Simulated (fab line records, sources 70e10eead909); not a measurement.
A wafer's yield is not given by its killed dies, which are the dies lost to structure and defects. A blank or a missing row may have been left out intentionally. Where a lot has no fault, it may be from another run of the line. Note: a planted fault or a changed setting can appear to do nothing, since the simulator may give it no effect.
fab line records + flow nandHarc
record
- lots=11
- wafers=33
- lastDay=33
route steps=1302 shown A_ONON_D2@559 A_CHANNEL_HOLE_D2@589 END@1302
lots that met no fault: taken from a fault-free run of the same line
startH: hours from the record's first day to the start of the lot's first wafer shown + waitH: how many hours have passed since the lot's step before this one + " unchanged from the row above + L1.1+2: one row covering several wafers at once + - no value, or no start was given + * or withheld: withheld + < > ~ a bound
route shown NAME@n: NAME is a module with steps in the file, n the number in the route of the first one + usual: mean/standard deviation of fault-free wafers + same: alike in all rows + chamber/n: place in a boat + sites: the reading at each site + _std_site: standard deviation of those values + _edge_site: outer sites' mean less inner sites' + radiusMm: for every site, how far away it sits from the centre of the wafer + mask NAME#n: copy n + behind: the tool/chamber that last shaped the wafer + hold: why the lot went on hold/how many hours it stayed there/how the hold came to an end + device: transistor that didn't switch, given as n, p or np + end of line: the tests these same wafers got at the end of their route + where a step has no rows: the recipe by itself + killed: at the first sort, the dies lost to defects and structure; wafer yield is something else + map: dies across one wafer; x = killed, . = not, _ = none there
set.NAME: setting as actually run; set.NAME@STEP: the setting as run at that earlier step + model.NAME: the simulator's own value behind a step, which no gauge read
steps of the route over a sample of lots; a table a step, a row a wafer
services: the hour from which a tool's chamber was out of use, counted from the record's first day as startH (under 0 if before that day), plus the number of hours and why
## steps
# step NHARC_A_ONON_D2_THK_MEAS_21
# recipe
- thkMeasGauge=ellipsometry
# usual
- thkNm=1001/7.4
| lot.wafer | tool         | chamber | startH | waitH | thkNm |
|-----------|--------------|---------|--------|-------|-------|
| L240.3    | filmMetro-01 | -       | 283.68 | -     | 1006  |
| L240.5    | "            | -       | "      | "     | 1003  |
| L240.6    | "            | -       | "      | "     | 1004  |
| L241.1    | filmMetro-01 | -       | 298.20 | -     | 1004  |
| L241.2    | "            | -       | "      | "     | 1004  |
| L241.5    | "            | -       | "      | "     | 1004  |
| L243.2    | filmMetro-02 | -       | 306.15 | -     | 1002  |
| L243.3    | "            | -       | "      | "     | 1001  |
| L243.5    | "            | -       | "      | "     | 1002  |
| L247.2    | filmMetro-02 | -       | 356.79 | -     | 1004  |
| L247.3    | "            | -       | "      | "     | 1001  |
| L247.4    | "            | -       | "      | "     | 1003  |
| L246.2    | filmMetro-01 | -       | 356.80 | -     | 1005  |
| L246.3    | "            | -       | "      | "     | 1006  |
| L246.5    | "            | -       | "      | "     | 1006  |
| L248.1    | filmMetro-01 | -       | 370.73 | -     | 1005  |
| L248.2    | "            | -       | "      | "     | 1007  |
| L248.4    | "            | -       | "      | "     | 1003  |
| L252.1    | filmMetro-01 | -       | 397.89 | -     | 991   |
| L252.2    | "            | -       | "      | "     | 991   |
| L252.5    | "            | -       | "      | "     | 993   |
| L253.1    | filmMetro-01 | -       | 420.20 | -     | 1011  |
| L253.3    | "            | -       | "      | "     | 1011  |
| L253.6    | "            | -       | "      | "     | 1010  |
| L254.2    | filmMetro-02 | -       | 434.97 | -     | 994   |
| L254.3    | "            | -       | "      | "     | 994   |
| L254.5    | "            | -       | "      | "     | 992   |
| L258.1    | filmMetro-01 | -       | 470.88 | -     | 1000  |
| L258.2    | "            | -       | "      | "     | 998   |
| L258.4    | "            | -       | "      | "     | 999   |
| L259.1    | filmMetro-01 | -       | 490.58 | -     | 1005  |
| L259.4    | "            | -       | "      | "     | 1006  |
| L259.6    | "            | -       | "      | "     | 1006  |
# step NHARC_A_CHANNEL_HOLE_D2_ETCH_16
# recipe
- targetDepthA=31000
- overEtchFrac=0.3
- timeS=806
- ionEnergyEv=150
- o2FlowSccm=400
- cosFlowSccm=20
- arFlowSccm=0
- rfW=500
- biasW=300
- chemistry=O2/COS
# usual
- drypumpMotorCurrentA=5.6/0.44
- o2FlowSccm=400.1/1.1
- oesProductAu=0.999/0.013
- rfVppV=313.8/2.1
- runLengthS=827.3/0.41
- showerheadPlenumPTorr=3.10/0.14
- throttleValvePct=28.330/0.0076
| lot.wafer | tool       | chamber | startH | waitH | drypumpMotorCurrentA | o2FlowSccm | oesProductAu | rfHoursCounterH | rfVppV | runLengthS | showerheadPlenumPTorr | throttleValvePct |
|-----------|------------|---------|--------|-------|----------------------|------------|--------------|-----------------|--------|------------|-----------------------|------------------|
| L240.3    | rieDiel-12 | 1       | 291.35 | -     | 5.8                  | 400.7      | 1.010        | 2.0             | 314.2  | 827.0      | 3.14                  | 28.339           |
| L240.5    | "          | 3       | "      | "     | 5.1                  | 397.6      | 0.983        | -               | 313.1  | 827.5      | 3.09                  | 28.322           |
| L240.6    | "          | 2       | "      | "     | 4.7                  | 400.3      | 1.027        | -               | 315.4  | 826.9      | 3.22                  | 28.335           |
| L241.2    | rieDiel-12 | 2       | 305.03 | -     | 4.6                  | 399.9      | 1.015        | 3.1             | 314.8  | 827.0      | 3.22                  | 28.341           |
| L241.1    | "          | 3       | "      | "     | 5.2                  | 401.0      | 0.998        | 3.0             | 315.6  | 827.3      | 3.09                  | 28.344           |
| L241.5    | "          | 0       | "      | "     | 5.6                  | 400.3      | 1.011        | -               | 317.1  | 827.8      | 3.33                  | 28.338           |
| L243.2    | rieDiel-07 | 0       | 312.97 | -     | 5.2                  | 400.2      | 1.003        | 0.6             | 311.7  | 828.2      | 2.97                  | 28.323           |
| L243.3    | "          | 2       | "      | "     | 5.8                  | 398.7      | 0.979        | 0.8             | 310.6  | 827.8      | 3.08                  | 28.345           |
| L243.5    | "          | 0       | "      | "     | 5.3                  | 400.5      | 0.992        | -               | 312.0  | 828.2      | 2.97                  | 28.348           |
| L247.3    | rieDiel-07 | 3       | 362.38 | -     | 5.8                  | 402.5      | 1.005        | 3.4             | 312.3  | 827.3      | 2.97                  | 28.332           |
| L247.2    | "          | 1       | "      | "     | 6.5                  | 399.7      | 0.993        | 3.6             | 316.0  | 827.5      | 3.32                  | 28.331           |
| L247.4    | "          | 3       | "      | "     | 5.8                  | 402.3      | 0.994        | -               | 311.6  | 827.2      | 2.97                  | 28.339           |
| L246.3    | rieDiel-02 | 3       | 362.50 | -     | 5.7                  | 400.5      | 0.987        | 7.4             | 310.3  | 827.2      | 2.96                  | 28.322           |
| L246.2    | "          | 1       | "      | "     | 5.7                  | 397.9      | 1.012        | 8.3             | 313.3  | 827.5      | 3.07                  | 28.321           |
| L246.5    | "          | 2       | "      | "     | 5.8                  | 401.2      | 0.983        | -               | 309.2  | 827.1      | 2.91                  | 28.335           |
| L248.4    | rieDiel-02 | 2       | 380.17 | -     | 5.8                  | 400.7      | 0.995        | 9.1             | 311.6  | 827.1      | 2.91                  | 28.341           |
| L248.1    | "          | 3       | "      | "     | 5.8                  | 402.2      | 1.000        | 8.8             | 312.7  | 826.9      | 2.96                  | 28.326           |
| L248.2    | "          | 0       | "      | "     | 5.7                  | 399.0      | 1.019        | 8.9             | 315.9  | 827.3      | 3.26                  | 28.329           |
| L252.1    | rieDiel-12 | 3       | 405.90 | -     | 5.1                  | 400.9      | 0.994        | 6.9             | 314.4  | 827.1      | 3.09                  | 28.329           |
| L252.2    | "          | 0       | "      | "     | 5.5                  | 399.8      | 1.011        | 6.6             | 317.0  | 827.3      | 3.33                  | 28.327           |
| L252.5    | "          | 2       | "      | "     | 4.6                  | 399.6      | 1.008        | -               | 314.5  | 827.2      | 3.22                  | 28.327           |
| L253.3    | rieDiel-02 | 3       | 425.90 | -     | 5.8                  | 397.8      | 0.996        | 1.8             | 312.4  | 827.5      | 2.96                  | 28.332           |
| L253.1    | "          | 1       | "      | "     | 5.7                  | 399.3      | 0.983        | 1.4             | 313.1  | 827.4      | 3.07                  | 28.345           |
| L253.6    | "          | 3       | "      | "     | 5.7                  | 399.6      | 1.009        | -               | 312.7  | 827.2      | 2.96                  | 28.338           |
| L254.3    | rieDiel-12 | 0       | 442.26 | -     | 5.6                  | 399.3      | 1.026        | 9.5             | 317.3  | 827.1      | 3.33                  | 28.322           |
| L254.2    | "          | 1       | "      | "     | 5.9                  | 399.2      | 1.008        | 12.1            | 314.0  | 827.7      | 3.13                  | 28.334           |
| L254.5    | "          | 0       | "      | "     | 5.6                  | 399.0      | 1.013        | -               | 316.8  | 827.1      | 3.33                  | 28.332           |
| L258.1    | rieDiel-12 | 0       | 480.71 | -     | 5.6                  | 400.8      | 1.019        | 1.4             | 316.2  | 827.8      | 3.32                  | 28.329           |
| L258.2    | "          | 1       | "      | "     | 5.8                  | 398.2      | 0.997        | 1.9             | 313.4  | 827.1      | 3.13                  | 28.335           |
| L258.4    | "          | 3       | "      | "     | 5.1                  | 399.9      | 1.005        | 1.4             | 315.2  | 633.8      | 3.09                  | 28.318           |
| L259.1    | rieDiel-12 | 3       | 496.07 | -     | 5.1                  | 398.3      | 1.001        | 2.0             | 314.6  | 827.7      | 3.09                  | 28.346           |
| L259.4    | "          | 1       | "      | "     | 5.8                  | 400.1      | 1.000        | 2.7             | 313.4  | 633.8      | 3.13                  | 28.334           |
| L259.6    | "          | 0       | "      | "     | 5.5                  | 400.6      | 1.018        | -               | 316.8  | 827.2      | 3.32                  | 28.334           |
# step NHARC_A_CHANNEL_HOLE_D2_ETCH_21
# recipe
- biasV=3000
- sourceW=withheld
- pressureMtorr=20
- timeS=514.3
- arFlowSccm=375
- c4f8FlowSccm=89.3
- o2FlowSccm=35.7
- tempC=-20
- targetDepthA=16000
- chemistry=C4F8/O2/Ar
# usual
- drypumpMotorCurrentA=5.4/0.51
- o2FlowSccm=35.72/0.1
- runLengthS=499.3/3.9e-11
- showerheadPlenumPTorr=3.66/0.049
- tempC=-20.01/0.11
- throttleValvePct=32.154/0.0091
| lot.wafer | tool       | chamber | startH | waitH | drypumpMotorCurrentA | o2FlowSccm | rfHoursCounterH | runLengthS | showerheadPlenumPTorr | tempC  | throttleValvePct |
|-----------|------------|---------|--------|-------|----------------------|------------|-----------------|------------|-----------------------|--------|------------------|
| L240.3    | harEtch-02 | 0       | 296.50 | 0.3   | 5.5                  | 35.62      | -               | 499.3      | 3.73                  | -20.00 | 32.159           |
| L240.5    | "          | 1       | "      | "     | 5.3                  | 35.76      | -               | 499.3      | 3.73                  | -20.15 | 32.152           |
| L240.6    | "          | 0       | "      | "     | 5.5                  | 35.77      | -               | 499.3      | 3.73                  | -20.05 | 32.136           |
| L241.1    | harEtch-01 | 0       | 306.00 | 0.3   | 6.0                  | 35.86      | 154             | 499.3      | 3.63                  | -20.19 | 32.151           |
| L241.2    | "          | 1       | "      | "     | 4.7                  | 35.69      | 154             | 499.3      | 3.70                  | -19.89 | 32.158           |
| L241.5    | "          | 0       | "      | "     | 6.1                  | 35.67      | -               | 499.3      | 3.63                  | -20.18 | 32.160           |
| L243.2    | harEtch-02 | 0       | 315.42 | 0.3   | 5.5                  | 35.69      | 366             | 499.3      | 3.73                  | -20.13 | 32.135           |
| L243.3    | "          | 1       | "      | "     | 5.2                  | 35.80      | -               | 499.3      | 3.73                  | -20.03 | 32.173           |
| L243.5    | "          | 0       | "      | "     | 5.5                  | 35.80      | -               | 499.3      | 3.73                  | -20.04 | 32.130           |
| L246.2    | harEtch-02 | 0       | 363.53 | 0.3   | 5.5                  | 35.69      | 393             | 499.3      | 3.71                  | -20.27 | 32.145           |
| L246.3    | "          | 0       | "      | "     | 5.5                  | 35.81      | -               | 499.3      | 3.71                  | -20.11 | 32.160           |
| L246.5    | "          | 1       | "      | "     | 5.2                  | 35.66      | -               | 499.3      | 3.71                  | -20.04 | 32.161           |
| L247.2    | harEtch-01 | 0       | 363.59 | 0.3   | 6.1                  | 35.75      | 188             | 499.3      | 3.61                  | -19.88 | 32.157           |
| L247.3    | "          | 0       | "      | "     | 6.1                  | 35.76      | -               | 499.3      | 3.61                  | -20.00 | 32.139           |
| L247.4    | "          | 1       | "      | "     | 4.8                  | 35.68      | -               | 499.3      | 3.68                  | -20.10 | 32.167           |
| L248.1    | harEtch-01 | 1       | 384.67 | 0.3   | 4.7                  | 35.78      | 203             | 499.3      | 3.67                  | -20.04 | 32.144           |
| L248.2    | "          | 0       | "      | "     | 6.0                  | 35.65      | 203             | 499.3      | 3.60                  | -20.00 | 32.157           |
| L248.4    | "          | 1       | "      | "     | 4.7                  | 35.83      | -               | 499.3      | 3.67                  | -20.04 | 32.166           |
| L252.2    | harEtch-01 | 1       | 406.86 | 0.3   | 4.7                  | 35.59      | 223             | 499.3      | 3.66                  | -20.06 | 32.159           |
| L252.1    | "          | 0       | "      | "     | 6.1                  | 35.74      | 223             | 499.3      | 3.60                  | -19.83 | 32.127           |
| L252.5    | "          | 1       | "      | "     | 4.8                  | 35.64      | -               | 499.3      | 3.66                  | -20.22 | 32.161           |
| L253.1    | harEtch-02 | 1       | 428.70 | 0.3   | 5.2                  | 35.79      | 19              | 499.3      | 3.70                  | -19.90 | 32.170           |
| L253.3    | "          | 0       | "      | "     | 5.5                  | 35.60      | -               | 499.3      | 3.70                  | -19.93 | 32.164           |
| L253.6    | "          | 0       | "      | "     | 5.5                  | 35.74      | -               | 499.3      | 3.70                  | -20.03 | 32.153           |
| L254.2    | harEtch-02 | 1       | 444.82 | 0.3   | 5.2                  | 35.58      | 31              | 499.3      | 3.69                  | -20.10 | 32.156           |
| L254.3    | "          | 1       | "      | "     | 5.2                  | 35.47      | -               | 499.3      | 3.69                  | -19.99 | 32.145           |
| L254.5    | "          | 1       | "      | "     | 5.2                  | 35.45      | -               | 499.3      | 3.69                  | -19.98 | 32.146           |
| L258.1    | harEtch-01 | 1       | 484.39 | 0.3   | 4.7                  | 35.87      | 264             | 499.3      | 3.64                  | -20.05 | 32.163           |
| L258.2    | "          | 0       | "      | "     | 6.0                  | 35.83      | 264             | 499.3      | 3.57                  | -20.25 | 32.146           |
| L258.4    | "          | 0       | "      | "     | 6.0                  | 35.58      | -               | 499.3      | 3.57                  | -20.03 | 32.147           |
| L259.1    | harEtch-02 | 1       | 497.21 | 0.3   | 5.2                  | 35.75      | 58              | 499.3      | 3.68                  | -20.16 | 32.153           |
| L259.4    | "          | 1       | "      | "     | 5.2                  | 35.72      | -               | 499.3      | 3.68                  | -19.99 | 32.160           |
| L259.6    | "          | 1       | "      | "     | 5.2                  | 35.54      | -               | 499.3      | 3.68                  | -19.94 | 32.167           |
# step NHARC_A_CHANNEL_HOLE_D2_ETCH_22
# recipe
- biasV=3000
- sourceW=withheld
- pressureMtorr=20
- timeS=666.7
- arFlowSccm=375
- c4f8FlowSccm=89.3
- o2FlowSccm=35.7
- tempC=-20
- targetDepthA=16000
- chemistry=C4F8/O2/Ar
# usual
- drypumpMotorCurrentA=5.4/0.51
- o2FlowSccm=35.72/0.094
- runLengthS=651.7/2.3e-10
- showerheadPlenumPTorr=3.66/0.049
- tempC=-20.01/0.1
- throttleValvePct=32.155/0.0088
| lot.wafer | tool       | chamber | startH | waitH | drypumpMotorCurrentA | o2FlowSccm | rfHoursCounterH | runLengthS | showerheadPlenumPTorr | tempC  | throttleValvePct |
|-----------|------------|---------|--------|-------|----------------------|------------|-----------------|------------|-----------------------|--------|------------------|
| L240.3    | harEtch-02 | 0       | 297.01 | 0.4   | 5.5                  | 35.76      | -               | 651.7      | 3.73                  | -20.01 | 32.152           |
| L240.5    | "          | 1       | "      | "     | 5.2                  | 35.60      | -               | 651.7      | 3.73                  | -19.98 | 32.152           |
| L240.6    | "          | 0       | "      | "     | 5.5                  | 35.79      | -               | 651.7      | 3.73                  | -20.02 | 32.151           |
| L241.1    | harEtch-01 | 0       | 306.43 | 0.4   | 6.1                  | 35.88      | 154             | 651.7      | 3.63                  | -19.93 | 32.153           |
| L241.2    | "          | 1       | "      | "     | 4.7                  | 35.65      | 154             | 651.7      | 3.70                  | -20.01 | 32.154           |
| L241.5    | "          | 0       | "      | "     | 6.1                  | 35.79      | -               | 651.7      | 3.63                  | -19.92 | 32.150           |
| L243.2    | harEtch-02 | 0       | 315.85 | 0.4   | 5.5                  | 35.75      | 367             | 651.7      | 3.73                  | -19.97 | 32.163           |
| L243.3    | "          | 1       | "      | "     | 5.2                  | 35.74      | -               | 651.7      | 3.73                  | -20.01 | 32.162           |
| L243.5    | "          | 0       | "      | "     | 5.5                  | 35.61      | -               | 651.7      | 3.73                  | -19.97 | 32.168           |
| L246.2    | harEtch-02 | 0       | 363.97 | 0.4   | 5.5                  | 35.73      | 393             | 651.7      | 3.71                  | -20.18 | 32.157           |
| L246.3    | "          | 0       | "      | "     | 5.5                  | 35.84      | -               | 651.7      | 3.71                  | -20.14 | 32.144           |
| L246.5    | "          | 1       | "      | "     | 5.2                  | 35.60      | -               | 651.7      | 3.71                  | -19.93 | 32.163           |
| L247.2    | harEtch-01 | 0       | 364.03 | 0.4   | 6.1                  | 35.81      | 188             | 651.7      | 3.61                  | -19.88 | 32.161           |
| L247.3    | "          | 0       | "      | "     | 6.1                  | 35.95      | -               | 651.7      | 3.61                  | -19.85 | 32.161           |
| L247.4    | "          | 1       | "      | "     | 4.8                  | 35.78      | -               | 651.7      | 3.68                  | -20.13 | 32.150           |
| L248.1    | harEtch-01 | 1       | 385.12 | 0.4   | 4.7                  | 35.64      | 204             | 651.7      | 3.67                  | -19.99 | 32.150           |
| L248.2    | "          | 0       | "      | "     | 6.1                  | 35.69      | 204             | 651.7      | 3.60                  | -20.06 | 32.160           |
| L248.4    | "          | 1       | "      | "     | 4.7                  | 35.78      | -               | 651.7      | 3.67                  | -19.93 | 32.144           |
| L252.2    | harEtch-01 | 1       | 407.31 | 0.4   | 4.7                  | 35.76      | 223             | 651.7      | 3.66                  | -19.82 | 32.145           |
| L252.1    | "          | 0       | "      | "     | 6.0                  | 35.75      | 223             | 651.7      | 3.59                  | -20.09 | 32.147           |
| L252.5    | "          | 1       | "      | "     | 4.7                  | 35.65      | -               | 651.7      | 3.66                  | -19.74 | 32.147           |
| L253.1    | harEtch-02 | 1       | 429.16 | 0.4   | 5.2                  | 35.67      | 20              | 651.7      | 3.70                  | -20.14 | 32.166           |
| L253.3    | "          | 0       | "      | "     | 5.5                  | 35.61      | -               | 651.7      | 3.70                  | -19.96 | 32.151           |
| L253.6    | "          | 0       | "      | "     | 5.5                  | 35.54      | -               | 651.7      | 3.70                  | -19.94 | 32.156           |
| L254.2    | harEtch-02 | 1       | 445.29 | 0.4   | 5.2                  | 35.66      | 32              | 651.7      | 3.69                  | -19.85 | 32.171           |
| L254.3    | "          | 1       | "      | "     | 5.2                  | 35.62      | -               | 651.7      | 3.69                  | -19.85 | 32.160           |
| L254.5    | "          | 1       | "      | "     | 5.2                  | 35.65      | -               | 651.7      | 3.69                  | -19.98 | 32.150           |
| L258.1    | harEtch-01 | 1       | 484.84 | 0.4   | 4.8                  | 35.53      | 265             | 651.7      | 3.64                  | -19.96 | 32.157           |
| L258.2    | "          | 0       | "      | "     | 6.1                  | 35.78      | 265             | 651.7      | 3.57                  | -20.20 | 32.162           |
| L258.4    | "          | 0       | "      | "     | 6.0                  | 35.69      | -               | 651.7      | 3.57                  | -20.01 | 32.158           |
| L259.1    | harEtch-02 | 1       | 497.67 | 0.4   | 5.2                  | 35.83      | 58              | 651.7      | 3.68                  | -19.99 | 32.135           |
| L259.4    | "          | 1       | "      | "     | 5.2                  | 35.96      | -               | 651.7      | 3.68                  | -19.99 | 32.167           |
| L259.6    | "          | 1       | "      | "     | 5.3                  | 35.77      | -               | 651.7      | 3.68                  | -20.06 | 32.152           |
# step NHARC_END_SORT_01
# recipe
- tempC=25
# usual
- killedAtArray=59/24
- killedAtOther=0.7/1.2
- killedAtPeriphery=3.5/2.6
- killedDies=63/24
- killedOpen=3.2/2.1
- killedShort=2.4/1.5
# same
- grossDies=677
| lot.wafer | tool      | chamber | startH | waitH | killedAtArray | killedAtOther | killedAtPeriphery | killedDies | killedOpen | killedShort |
|-----------|-----------|---------|--------|-------|---------------|---------------|-------------------|------------|------------|-------------|
| L258.1    | prober-01 | 0       | 745.22 | 2.5   | 93            | 2             | 5                 | 100        | 6          | 1           |
| L258.2    | prober-01 | 0       | 746.03 | 2.8   | 100           | 0             | 1                 | 101        | 6          | 6           |
| L258.4    | prober-01 | 0       | 747.63 | 3.4   | 494           | 0             | 1                 | 495        | 2          | 0           |
| L259.1    | prober-02 | 0       | 782.24 | 2.5   | 29            | 1             | 3                 | 33         | 1          | 1           |
| L259.4    | prober-02 | 0       | 784.63 | 3.4   | 498           | 3             | 6                 | 507        | 5          | 3           |
| L259.6    | prober-02 | 0       | 786.22 | 4.0   | 48            | 6             | 3                 | 57         | 0          | 4           |
# killed by level:class
L258.1 A_CHANNEL_HOLE_D1:chamberFilmFlake=33 A_SLIT:chamberFilmFlake=30 A_CHANNEL_HOLE_D2:chamberFilmFlake=24 P_M0:geometricParticle:open=2 A_ZERO_WELL:chamberFilmFlake=2 P_STI:geometricParticle:open=1 A_CHANNEL_FILL_D2:geometricParticle:open=1 A_WL_FILL:geometricParticle:short=1
L258.2 A_CHANNEL_HOLE_D1:chamberFilmFlake=30 A_SLIT:chamberFilmFlake=27 A_CHANNEL_HOLE_D2:chamberFilmFlake=26 A_STAIRCASE:chamberFilmFlake=3 A_CHANNEL_FILL_D2:geometricParticle:open=2 A_SGD_CUT:geometricParticle:short=2 A_ZERO_WELL:chamberFilmFlake=2 P_M0:geometricParticle:short=1
L258.4 A_CHANNEL_HOLE_D2:areaEtch=402 A_CHANNEL_HOLE_D1:chamberFilmFlake=33 A_SLIT:chamberFilmFlake=23 A_CHANNEL_HOLE_D2:chamberFilmFlake=21 A_STAIRCASE:chamberFilmFlake=7 A_DECK1_JOINT:chamberFilmFlake=2 A_CONTACT:chamberFilmFlake=2 A_CHANNEL_FILL_D1:geometricParticle:open=1
L259.1 A_CHANNEL_HOLE_D1:chamberFilmFlake=10 A_CONTACT:chamberFilmFlake=6 A_STAIRCASE:chamberFilmFlake=5 A_BONDPAD:chamberFilmFlake=3 P_ZERO_WELL:chamberFilmFlake=2 A_SLIT:chamberFilmFlake=2 A_CHANNEL_FILL_D2:geometricParticle:short=1 A_CONTACT:geometricParticle:open=1
L259.4 A_CHANNEL_HOLE_D2:areaEtch=454 A_CHANNEL_HOLE_D1:chamberFilmFlake=15 A_CONTACT:chamberFilmFlake=9 A_STAIRCASE:chamberFilmFlake=8 A_SLIT:chamberFilmFlake=4 THIN_TSV:chamberFilmFlake=3 P_GATE:geometricParticle:open=1 A_SOURCE_PLATE:geometricParticle:open=1
L259.6 A_CHANNEL_HOLE_D1:chamberFilmFlake=13 A_CONTACT:chamberFilmFlake=11 A_SLIT:chamberFilmFlake=8 A_STAIRCASE:chamberFilmFlake=7 THIN_TSV:chamberFilmFlake=6 P_ZERO_WELL:chamberFilmFlake=3 A_CHANNEL_HOLE_D2:chamberFilmFlake=3 A_BONDPAD:chamberFilmFlake=2
## services
| tool       | chamber | startH | hours | kind                        |
|------------|---------|--------|-------|-----------------------------|
| rieDiel-12 | -       | 268.40 | 9.0   | pm                          |
| rieDiel-07 | 2       | 274.64 | 3.6   | repair                      |
| rieDiel-02 | 2       | 277.87 | 7.5   | repair                      |
| rieDiel-12 | 0       | 290.39 | 2.9   | repair                      |
| rieDiel-07 | -       | 294.20 | 9.0   | pm                          |
| rieDiel-02 | 3       | 318.02 | 19.0  | repair                      |
| rieDiel-02 | 0       | 340.63 | 3.5   | repair                      |
| rieDiel-12 | 2       | 347.30 | 24.0  | repair                      |
| rieDiel-07 | 0       | 357.98 | 7.9   | repair                      |
| rieDiel-07 | 1       | 366.10 | 3.4   | repair                      |
| rieDiel-07 | -       | 375.12 | 0.2   | repair                      |
| harEtch-02 | -       | 377.20 | 17.0  | pm                          |
| harEtch-02 | 0       | 377.20 | 17.0  | ventCycle                   |
| harEtch-02 | 1       | 377.20 | 17.0  | ventCycle                   |
| rieDiel-07 | 3       | 386.03 | 2.4   | repair                      |
| rieDiel-02 | 2       | 389.77 | 4.3   | repair                      |
| rieDiel-02 | -       | 393.71 | 9.0   | pm                          |
| harEtch-02 | 0       | 394.20 | -     | clean                       |
| harEtch-02 | 0       | 394.20 | -     | consumableReplace:focusRing |
| rieDiel-12 | 2       | 438.49 | 4.6   | repair                      |
| rieDiel-12 | 0       | 443.11 | 9.1   | repair                      |
| rieDiel-12 | -       | 445.40 | 9.0   | pm                          |
| rieDiel-07 | -       | 471.20 | 9.0   | pm                          |
| rieDiel-12 | 1       | 472.09 | 4.2   | repair                      |
## key
firstSign
- step=NHARC_A_CHANNEL_HOLE_D2_ETCH_16
- reading=runLengthS
- direction=down
- sigmas=99+
- usual=*
- struck=*
effect
- step=NHARC_END_SORT_01
- reading=killedDies
- direction=up
- sigmas=18
- usual=63
- struck=501
moreKillsBornAt
- NHARC_A_CHANNEL_HOLE_D2_ETCH_16@rieDiel-12=856
metAt NHARC_A_CHANNEL_HOLE_D2_ETCH_16
struckLots L258,L259
struckWafers L258.4,L259.4
laterRowsLeftOut L258.4,L259.4
testerLeftOut L258,L259
notActingAt NHARC_A_ONON_D2_THK_MEAS_21,NHARC_A_CHANNEL_HOLE_D2_ETCH_21,NHARC_A_CHANNEL_HOLE_D2_ETCH_22
onsetBetween 442.26 480.71
fault
- kind=processParameterDrift
- tool=rieDiel-12
- chamber=-
- onsetH=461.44
- steps=NHARC_A_CHANNEL_HOLE_D2_ETCH_16
- channel=timeS
- offset=*
- shape=step
- endH=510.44
- scope=struckWafersOnly
- actsIn=*
- stated=*
# testerLeftOut: of these lots the tester's yield and bins aren't shown, on N5 and GAA mostly nor the transistor test; their killed dies are dies lost to structure and defects alone, not to doping, threshold or leakage, so they don't give the yield
# laterRowsLeftOut: the simulator's readings of these wafers behind a module that went badly wrong aren't trusted and aren't shown, but for the sort
